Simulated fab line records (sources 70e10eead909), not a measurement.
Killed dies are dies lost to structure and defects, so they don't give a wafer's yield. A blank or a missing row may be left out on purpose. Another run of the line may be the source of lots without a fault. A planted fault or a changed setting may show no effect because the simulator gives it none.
What tool caused it? + flow nand-harc + Sampling: 7 lots, 21 wafers, 4 of 1159 route steps

WHAT EACH GAUGE READ, for each wafer
NHARC_THIN_TSV_THK_MEAS_02: measures by ir.
| lot  | measured     | on            | thk-nm (nm)    |
|------|--------------|---------------|----------------|
| L619 | day 18 16:44 | film-metro-02 | 3065 2966 2974 |
| L622 | day 19 16:12 | film-metro-02 | 3141 3141 3208 |
| L625 | day 20 10:24 | film-metro-01 | 2438 3015 3019 |
| L626 | day 20 17:03 | film-metro-01 | 3479 3153 3434 |
| L628 | day 22 02:27 | film-metro-02 | 2834 3046 2812 |
| L631 | day 22 15:35 | film-metro-02 | 3162 3354 3222 |
| L636 | day 23 11:51 | film-metro-01 | 2897 2768 2871 |

WHAT TOOL EACH LOT RAN ON (gives the tool, then ch and the chambers of the sampled wafers, and finally the start)
| lot  | NHARC_A_CHANNEL_FILL_D1_ALD_25   | NHARC_A_BONDPAD_PVD_17                  | NHARC_THIN_TSV_CMP_01         |
|------|----------------------------------|-----------------------------------------|-------------------------------|
| L619 | ald-hk-02 ch 1,2,3, day 10 21:59 | pvd-sputter-03, day 18 16:30 or earlier | cmp-03 ch 0,1,2, day 18 16:30 |
| L622 | ald-hk-01 ch 0,2,3, day 11 08:29 | pvd-sputter-01, day 19 15:56 or earlier | cmp-02 ch 2,3, day 19 15:56   |
| L625 | ald-hk-04 ch 2,3, day 11 22:41   | pvd-sputter-02, day 20 10:11 or earlier | cmp-03 ch 0,2,3, day 20 10:11 |
| L626 | ald-hk-04 ch 0,1, day 12 15:55   | pvd-sputter-01, day 20 16:47 or earlier | cmp-02 ch 2,3, day 20 16:47   |
| L628 | ald-hk-04 ch 0,1,2, day 13 14:26 | pvd-sputter-02, day 22 02:14 or earlier | cmp-02 ch 0,1,2, day 22 02:14 |
| L631 | ald-hk-02 ch 0,2,3, day 13 15:03 | pvd-sputter-02, day 22 15:21 or earlier | cmp-02 ch 2,3, day 22 15:21   |
| L636 | ald-hk-04 ch 0,1,2, day 14 23:19 | pvd-sputter-01, day 23 11:35 or earlier | cmp-01 ch 0,1,3, day 23 11:35 |
- NHARC_A_CHANNEL_FILL_D1_ALD_25: deposits SiOx, target thk 60 nm, pulse time 10 s, ald cycles 600.
- NHARC_A_BONDPAD_PVD_17: deposits TaN, target thk 5 nm, time 8.06 s.
- NHARC_THIN_TSV_CMP_01: polishes.

THE ANSWER, worked out from the rows above alone
Rule: the usual values come from the lots themselves. Put in order of their means at a reading, lots are off if they are a third of the lots or fewer, leave a main group of 4 or more, and stand apart from it by a gap of 3 or more times the standard deviation of the main group's means; of several such gaps the widest counts. A main group is skipped when, at the precision printed for the reading in the tables above, its means are all equal. Also off: a lot with no number at a reading for which 4 or more lots have one. Where the step has rows for the other lots, those lots are counted as sound.
No lot is off at any reading shown: from this, nothing can be told.

WHAT THE SIMULATOR HAD PUT IN
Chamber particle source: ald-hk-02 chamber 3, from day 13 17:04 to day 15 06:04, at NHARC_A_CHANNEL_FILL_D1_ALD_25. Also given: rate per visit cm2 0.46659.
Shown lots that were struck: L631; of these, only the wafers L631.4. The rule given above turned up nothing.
